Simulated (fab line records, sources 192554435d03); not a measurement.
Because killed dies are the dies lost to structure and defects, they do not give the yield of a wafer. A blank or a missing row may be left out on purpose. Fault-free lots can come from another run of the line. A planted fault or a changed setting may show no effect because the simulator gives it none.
Split-lot trial ; flow n5_finfet ; on a route of 1938 steps: 4 lots, 21 wafers read

== ON THE SPLIT ==
At N5_MOL_CONTACT_COAG_COAT_103 (time 60 s, resist thk 80 nm), the setting spin_rpm was moved away from the recipe's 1500 rpm on 9 of the 21 wafers read, by -7.4% to +2.9%. This setting was run at the recipe's value on the other wafers.

== FROM THE SPLIT TO THE READING: what the file shows between them, 9 steps ==
- N5_MOL_CONTACT_COAG_COAT_104: time 60 s, resist thk 12 nm
- N5_MOL_CONTACT_COAG_COAT_58: time 60 s, resist thk 10 nm
- N5_MOL_CONTACT_COAG_ETCH_59: etches underlayer in N2/H2, target depth 13 nm, time 10.4 s
- N5_MOL_CONTACT_COAG_ETCH_105: etches SiARC in CF4, target depth 15.6 nm, time 26 s
- N5_MOL_CONTACT_COAG_ETCH_106: etches SOC in N2/H2, target depth 80 nm, overetch 16 nm, time 120 s
- N5_MOL_CONTACT_COAG_STRIP_107: strips in N2/H2
- N5_MOL_CONTACT_COAG_STRIP_108: strips in N2/H2
- N5_MOL_CONTACT_COAG_CONTACT_ETCH_14: etches SiO2 in C4F6/O2, target depth 27.5 nm, overetch 8.5 nm, time 20 s
- N5_MOL_CONTACT_COAG_STRIP_109: strips in C4F6/O2

== THE READING ==
SOC_of_MOL_CONTACT_COAG_COAT_103.thk_nm (the simulator's own value, which no gauge read), in nm, at N5_MOL_CONTACT_COAG_ETCH_15 (etches SiNx in CH3F/O2, stops on Si:P, target depth 7 nm). No usual value for it is given in the file. Average 75.5 nm, standard deviation 0.2 nm, over the 12 wafers here run with the recipe.

wafer;tool, chamber at the split;spin_rpm as run, rpm;against the recipe;SOC_of_MOL_CONTACT_COAG_COAT_103.thk_nm, nm;against lot-mates on the recipe
L079.1;litho_track-05, 0;1389;-7.4%;78.8;+3.6
L079.2;litho_track-05, 0;1389;-7.4%;78.2;+3.0
L079.6;litho_track-05, 0;1389;-7.4%;78.2;+3.0
L079.3;litho_track-05, 0;1500;recipe;75;-
L079.4;litho_track-05, 0;1500;recipe;75.2;-
L079.5;litho_track-05, 0;1500;recipe;75.4;-
L081.4;litho_track-05, 0;1500;recipe;75.4;-
L081.5;litho_track-05, 0;1500;recipe;75.4;-
L081.6;litho_track-05, 0;1500;recipe;75.4;-
L087.1;litho_track-03, 0;1500;recipe;75.6;-
L087.5;litho_track-03, 0;1500;recipe;75.6;-
L087.2;litho_track-03, 0;1500;recipe;75.4;-
L087.3;litho_track-03, 0;1437;-4.2%;77.4;+1.9
L087.4;litho_track-03, 0;1437;-4.2%;76.8;+1.3
L087.6;litho_track-03, 0;1437;-4.2%;77.2;+1.7
L089.1;litho_track-03, 0;1544;+2.9%;74.2;-1.5
L089.5;litho_track-03, 0;1544;+2.9%;74.2;-1.5
L089.2;litho_track-03, 0;1544;+2.9%;74.6;-1.1
L089.3;litho_track-03, 0;1500;recipe;75.8;-
L089.4;litho_track-03, 0;1500;recipe;75.6;-
L089.6;litho_track-03, 0;1500;recipe;75.6;-

FIT RESULTS
A straight line over all 21 wafers: SOC_of_MOL_CONTACT_COAG_COAT_103.thk_nm changes by -0.396 nm for each +1% of spin_rpm; r = -0.98; the points scatter about the line by 0.23 nm.
The same after taking each lot's own level away (the mean of its wafers on the recipe; 21 wafers): -0.427 nm for each +1%; r = -0.99; scatter 0.2 nm.
The reading moves by 3.2 nm for the largest change in spin_rpm, on that fit.
From 75.20 to 75.67 nm: that is the span of the lots' own levels, equal to 2.3 times the standard deviation above.
So the lot-to-lot level changes the slope little: the two slopes agree.
Check: for one of the wafers moved furthest among these (-7.4%), held out of the fit, the line's prediction against its lot-mates is +2.99 nm. It came out at +3.6 nm against them.

== THE WHOLE CHAIN: every reading that the file lists as answering this split, in the file's order ==
step;what it does;reading;change (the file's fit);r (the file's)
N5_MOL_CONTACT_COAG_COAT_103;time 60 s, resist thk 80 nm;SOC_of_MOL_CONTACT_COAG_COAT_103.thk_nm (the simulator's own value, which no gauge read);-0.433 nm for each +1% of the setting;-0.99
N5_MOL_CONTACT_COAG_ETCH_106;etches SOC in N2/H2, target depth 80 nm, overetch 16 nm, time 120 s;etch.depth_nm (the simulator's own value, which no gauge read);-0.432 nm for each +1% of the setting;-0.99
N5_MOL_CONTACT_COAG_ETCH_15;etches SiNx in CH3F/O2, stops on Si:P, target depth 7 nm;SOC_of_MOL_CONTACT_COAG_COAT_103.thk_nm (the simulator's own value, which no gauge read);-0.424 nm for each +1% of the setting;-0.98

== FILE'S OWN FIT ==
SOC_of_MOL_CONTACT_COAG_COAT_103.thk_nm changes by -0.424 nm for each +1% of spin_rpm, r = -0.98.
